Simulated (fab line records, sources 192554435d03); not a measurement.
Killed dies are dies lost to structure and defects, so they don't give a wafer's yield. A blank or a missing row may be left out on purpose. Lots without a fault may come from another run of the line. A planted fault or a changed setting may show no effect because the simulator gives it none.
Chamber matching | flow n5_finfet | N5_SDB_DESCUM_16 on rie_diel-01: 4 sister chambers
The step chemistry O2, time 7.9 s. 14 wafers are shown with their chamber, then 7 later ones without.

WAFERS WITH THEIR CHAMBER
wafer  | chamber | drypump_motor_current_A (A) | showerhead_plenum_p_Torr (Torr) | throttle_valve_pct (%)
L074.3 | 3       | 5.9                         | 2.14                            | 20.65
L074.4 | 1       | 6.4                         | 2.10                            | 20.90
L074.5 | 3       | 5.9                         | 2.14                            | 20.65
L078.2 | 2       | 4.8                         | 2.19                            | 20.54
L078.4 | 1       | 6.5                         | 2.10                            | 20.90
L078.6 | 2       | 4.8                         | 2.19                            | 20.55
L081.2 | 0       | 5.6                         | 1.96                            | 20.58
L081.3 | 1       | 6.4                         | 2.09                            | 20.93
L081.5 | 1       | 6.4                         | 2.09                            | 20.93
L082.2 | 2       | 4.8                         | 2.19                            | 20.58
L082.4 | 1       | 6.5                         | 2.09                            | 20.93
L082.5 | 0       | 5.6                         | 1.96                            | 20.59
L085.3 | 2       | 4.8                         | 2.18                            | 20.61
L085.4 | 2       | 4.8                         | 2.18                            | 20.60

SIGNATURES (means of the wafers above)
reading                  | chamber 0 | chamber 1 | chamber 2 | chamber 3 | scatter within a chamber
drypump_motor_current_A  | 5.600     | 6.440     | 4.800     | 5.900     | 0.0346
showerhead_plenum_p_Torr | 1.9600    | 2.0940    | 2.1860    | 2.1400    | 0.0049
throttle_valve_pct       | 20.5850   | 20.9180   | 20.5760   | 20.6500   | 0.022
Rule: a wafer's distance from a chamber is the root of the sum, over the readings, of the square of ((its reading less the chamber's mean) divided by the reading's scatter). The wafer belongs to the nearest chamber; if the next one is less than 2 further off, it can't be placed. The scatter: the root of (the sum of the squares of (reading less its chamber's mean) over the shown wafers, divided by (wafers less chambers)).

WAFERS WITHOUT THEIR CHAMBER
wafer  | drypump_motor_current_A (A) | showerhead_plenum_p_Torr (Torr) | throttle_valve_pct (%)
L085.5 | 5.9                         | 2.13                            | 20.31
L086.2 | 5.9                         | 2.13                            | 20.33
L086.3 | 6.5                         | 2.09                            | 20.97
L086.5 | 4.8                         | 2.18                            | 20.58
L091.1 | 5.6                         | 2.21                            | 20.24
L091.3 | 4.8                         | 2.18                            | 20.59
L091.4 | 6.4                         | 2.08                            | 20.95

WHICH CHAMBER EACH WENT THROUGH
wafer  | from the rows above | in truth
L085.5 | 3                   | 3
L086.2 | 3                   | 3
L086.3 | 1                   | 1
L086.5 | 2                   | 2
L091.1 | 3                   | 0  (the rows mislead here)
L091.3 | 2                   | 2
L091.4 | 1                   | 1
Placed correctly: 6 of 7. Can't be placed from these rows: 0. Placed wrongly: 1.
